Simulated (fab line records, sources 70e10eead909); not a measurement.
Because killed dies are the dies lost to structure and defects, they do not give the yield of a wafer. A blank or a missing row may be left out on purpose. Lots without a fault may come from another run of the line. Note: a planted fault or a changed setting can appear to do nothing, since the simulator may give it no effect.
Matching of chambers :: flow nand harc :: rie diel-01 running NHARC_P_CONTACT_DESCUM_17: 4 sister chambers
The step chemistry O2, time 3 s. 14 wafers are shown with their chamber, then 7 later ones without.

WAFERS, EACH WITH ITS CHAMBER
wafer: L074.1
chamber: 0
showerhead plenum p Torr (Torr): 1.89
drypump motor current A (A): 6.0
oes product au (a.u.): 0.981

wafer: L074.3
chamber: 3
showerhead plenum p Torr (Torr): 1.80
drypump motor current A (A): 5.8
oes product au (a.u.): 0.997

wafer: L074.5
chamber: 0
showerhead plenum p Torr (Torr): 1.89
drypump motor current A (A): 6.1
oes product au (a.u.): 0.976

wafer: L075.2
chamber: 1
showerhead plenum p Torr (Torr): 1.82
drypump motor current A (A): 5.9
oes product au (a.u.): 0.985

wafer: L075.3
chamber: 0
showerhead plenum p Torr (Torr): 1.89
drypump motor current A (A): 6.1
oes product au (a.u.): 0.975

wafer: L075.4
chamber: 2
showerhead plenum p Torr (Torr): 1.83
drypump motor current A (A): 6.3
oes product au (a.u.): 1.014

wafer: L079.3
chamber: 1
showerhead plenum p Torr (Torr): 1.82
drypump motor current A (A): 5.9
oes product au (a.u.): 0.977

wafer: L079.5
chamber: 0
showerhead plenum p Torr (Torr): 1.89
drypump motor current A (A): 6.0
oes product au (a.u.): 0.972

wafer: L079.6
chamber: 1
showerhead plenum p Torr (Torr): 1.82
drypump motor current A (A): 5.9
oes product au (a.u.): 0.968

wafer: L080.1
chamber: 0
showerhead plenum p Torr (Torr): 1.89
drypump motor current A (A): 6.1
oes product au (a.u.): 0.970

wafer: L080.4
chamber: 1
showerhead plenum p Torr (Torr): 1.82
drypump motor current A (A): 5.9
oes product au (a.u.): 0.974

wafer: L080.5
chamber: 0
showerhead plenum p Torr (Torr): 1.89
drypump motor current A (A): 6.1
oes product au (a.u.): 0.982

wafer: L081.2
chamber: 3
showerhead plenum p Torr (Torr): 1.79
drypump motor current A (A): 5.7
oes product au (a.u.): 1.002

wafer: L081.3
chamber: 0
showerhead plenum p Torr (Torr): 1.89
drypump motor current A (A): 6.1
oes product au (a.u.): 0.986

SIGNATURES (means of the wafers above)
reading: showerhead plenum p Torr
chamber 0: 1.8900
chamber 1: 1.8200
chamber 2: 1.8300
chamber 3: 1.7950
scatter within a chamber: 0.00224

reading: drypump motor current A
chamber 0: 6.071
chamber 1: 5.900
chamber 2: 6.300
chamber 3: 5.750
scatter within a chamber: 0.0439

reading: oes product au
chamber 0: 0.97743
chamber 1: 0.97600
chamber 2: 1.01400
chamber 3: 0.99950
scatter within a chamber: 0.00602
Rule: distance of a wafer from a chamber = root of the sum over the readings of ((wafer's reading minus chamber's mean) / reading's scatter) squared. The wafer belongs to the nearest chamber; if the next one is less than 2 further off, it can't be placed. The scatter is the square root of a quotient: the sum, over the shown wafers, of each reading's squared deviation from its chamber's mean, divided by wafers minus chambers.

WAFERS WITH NO CHAMBER GIVEN
wafer: L081.6
showerhead plenum p Torr (Torr): 1.79
drypump motor current A (A): 5.8
oes product au (a.u.): 0.996

wafer: L089.3
showerhead plenum p Torr (Torr): 1.79
drypump motor current A (A): 5.8
oes product au (a.u.): 1.007

wafer: L089.5
showerhead plenum p Torr (Torr): 1.82
drypump motor current A (A): 5.9
oes product au (a.u.): 0.996

wafer: L089.6
showerhead plenum p Torr (Torr): 1.83
drypump motor current A (A): 6.3
oes product au (a.u.): 1.012

wafer: L092.4
showerhead plenum p Torr (Torr): 1.79
drypump motor current A (A): 5.8
oes product au (a.u.): 1.015

wafer: L092.5
showerhead plenum p Torr (Torr): 1.79
drypump motor current A (A): 5.7
oes product au (a.u.): 1.007

wafer: L092.6
showerhead plenum p Torr (Torr): 1.83
drypump motor current A (A): 6.4
oes product au (a.u.): 1.016

EACH ONE'S CHAMBER
wafer: L081.6
from the rows above: 3
in truth: 3

wafer: L089.3
from the rows above: 3
in truth: 3

wafer: L089.5
from the rows above: 1
in truth: 1

wafer: L089.6
from the rows above: 2
in truth: 2

wafer: L092.4
from the rows above: 3
in truth: 3

wafer: L092.5
from the rows above: 3
in truth: 3

wafer: L092.6
from the rows above: 2
in truth: 2
Correctly placed: 7 of 7. Left unplaced by these rows: 0. Placed wrongly: 0.
